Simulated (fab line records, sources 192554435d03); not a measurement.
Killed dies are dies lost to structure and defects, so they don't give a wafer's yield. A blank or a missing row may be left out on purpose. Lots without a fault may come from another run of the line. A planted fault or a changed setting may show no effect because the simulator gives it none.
A struck lot beside a sound one | flow n5_finfet | 25 steps out of a route of 1938
Sound: wafers L439.1, L439.5, L439.6. Struck: wafers L432.3, L432.4, L432.6. The cause comes at the end.
At each step with rows: each side's tool, then ch and its chambers, then its first start. Under that, the readings that differ: sound wafers | struck wafers | difference of the means | sigmas: that difference in standard deviations of wafers without a fault.
alike: readings whose means differ by less than 2 such deviations, and words and numbers that are the same on both sides. not compared: withheld readings, readings that some wafer has no value for, bounds like >300 that may hide the same value, and numbers for which the record gives no deviation and whose values overlap.
The two part at a step that has a row with sigmas, a row that says differs or no value, or rows on one side only. Numbers that don't overlap but have no deviation are shown without sigmas and don't part them. A reading that every wafer of one side lacks parts them only if that side has two wafers or more.

first, 9 steps without rows for these wafers: N5_SD_EPI_N_EBR_05; N5_SD_EPI_N_SOFTBAKE_04 (time 60 s); N5_SD_EPI_N_EXPOSE_06 (exposes mask SD N BLK, target cd 120 nm); N5_SD_EPI_N_PEB_07 (peb time 60 s); N5_SD_EPI_N_DEVELOP_08 (develop time 30 s); N5_SD_EPI_N_DESCUM_14 (chemistry O2, time 7.9 s); N5_SD_EPI_N_ETCH_34 (etches SiARC in CF4, target depth 45.5 nm, time 75.8 s); N5_SD_EPI_N_ETCH_35 (etches SOC in N2/H2, overetch 108 nm, time 486 s); N5_SD_EPI_N_STRIP_36 (strips in N2/H2).
N5_SD_EPI_N_ETCHBACK_44: etches SiNx in CH3F/O2, stops on SiO2, target depth 14.5 nm.
  sound on rie_diel-02 ch 1,2,3, day 7 00:57; struck on rie_diel-02 ch 1,2, day 5 14:35
  no value came back on the struck wafers for any of 8 readings (CH3F_flow_sccm (sccm), O2_flow_sccm (sccm) and others); on the sound wafers CH3F_flow_sccm (sccm) reads 30.00 29.85 30.02
  reading                                     | sound      | struck       | difference | sigmas
  model.SiARC_of_SD_EPI_N_COAT_33.thk_nm (nm) | 16 16.2 16 | 19.8 19.8 20 | +3.8       |
  not compared: rf_hours_counter_h
then, 1 step without rows for these wafers: N5_SD_EPI_N_ETCH_45 (etches SiOCN in CH3F/O2, target depth 6 nm).
N5_SD_EPI_N_ETCH_16: etches SiO2 in CHF3/O2, target depth 5 nm.
  sound on rie_diel-02 ch 1,2,3, day 7 01:09; struck on rie_diel-02 ch 1,2, day 5 14:47
  reading                                     | sound          | struck         | difference | sigmas
  model.SiARC_of_SD_EPI_N_COAT_33.thk_nm (nm) | 12.4 12.6 12.4 | 16.2 16.2 16.4 | +3.8       |
  alike: CHF3_flow_sccm, drypump_motor_current_A, oes_o_777_au, oes_product_au, rf_vpp_V, showerhead_plenum_p_Torr, throttle_valve_pct
  not compared: rf_hours_counter_h
then, 8 steps without rows for these wafers: N5_SD_EPI_N_STRIP_47 (strips in CHF3/O2); N5_SD_EPI_N_SD_RECESS_17 (chemistry HBr/Cl2/O2, target depth 41 nm, time 23.7 s, bt time 3 s); N5_SD_EPI_N_STRIP_38 (strips in N2/H2); N5_SD_EPI_N_WET_ETCH_43 (etches SiO2 in dHF, time 14 s, target depth 1.5 nm); N5_SD_EPI_N_STRIP_18 (strips in SPM, time 750 s); N5_SD_EPI_N_SRD_20 (time 30 s); N5_SD_EPI_N_PRECLEAN_48 (cleans in NF3:NH3, afs cycles 2, time 20 s, sublimation time 60 s); N5_SD_EPI_N_VAPOR_ETCH_50 (etches Si in HCl, time 54 s).
N5_SD_EPI_N_EPI_21: deposits Si:P, time 690 s.
  sound on epi_rpcvd-01 ch 0, day 7 02:12; struck on epi_rpcvd-03 ch 0, day 5 16:47
  reading                                   | sound          | struck      | difference | sigmas
  model.Si-P_of_SD_EPI_N_EPI_21.thk_nm (nm) | 57.8 57.8 58.4 | 1.6 1.4 1.2 | -56.6      |
N5_SD_EPI_N_PRECLEAN_24: cleans in O3/DIW, time 60 s.
  sound on wet_bench-06 ch 1,2,6, day 7 03:58; struck on wet_bench-01 ch 0,1,6, day 5 18:20
  reading                                   | sound        | struck      | difference | sigmas
  model.Si-P_of_SD_EPI_N_EPI_21.thk_nm (nm) | 57.4 57.6 58 | 1.6 1.4 1.2 | -56.3      |
then, 1 step without rows for these wafers: N5_SD_EPI_N_SRD_25 (time 30 s).
N5_BEOL_M4_RC_MEAS_101:
  the record has rows for the sound wafers here (prober-01 ch 0, day 11 12:51) and none for the struck ones
-- the record jumps here: 9 days lie between the struck wafers' starts before and after (it left off in module BEOL_M4 and takes up again in module PASSIVATION, whose first step shown is number 1936 of the route) --
N5_PASSIVATION_PROBE_49:
  sound on prober-01, day 16 02:05; struck on prober-01, day 14 06:25
  reading                  | sound          | struck         | difference | sigmas
  defect_limited_yield (%) | 91.7 92.2 92.5 | 0 0 0          | -92        | -61
  killed_at_front_end      | 33 39 37       | 1111 1119 1099 | +1073      | +99 or more
  killed_dies              | 98 92 89       | 1180 1180 1180 | +1087      | +64
  killed_on_rim            | 11 15 11       | 152 152 152    | +140       | +35
  sort_bin_5_function (%)  | 5.1 4.1 5.2    | 95.8 96.4 96.2 | +91.3      | +98
  sort_n_pass              | 1082 1088 1091 | 0 0 0          | -1087      | -64
  sort_yield_pct (%)       | 91.7 92.2 92.5 | 0 0 0          | -92        | -66
  alike: killed_at_M0_to_M3, killed_at_M4_up, killed_at_contacts, killed_at_other, killed_open, killed_short, sort_bin_6_memory

WHERE THEY PART
First at N5_SD_EPI_N_ETCHBACK_44; last, within this record, at N5_PASSIVATION_PROBE_49.

WHY: what the simulator had put in
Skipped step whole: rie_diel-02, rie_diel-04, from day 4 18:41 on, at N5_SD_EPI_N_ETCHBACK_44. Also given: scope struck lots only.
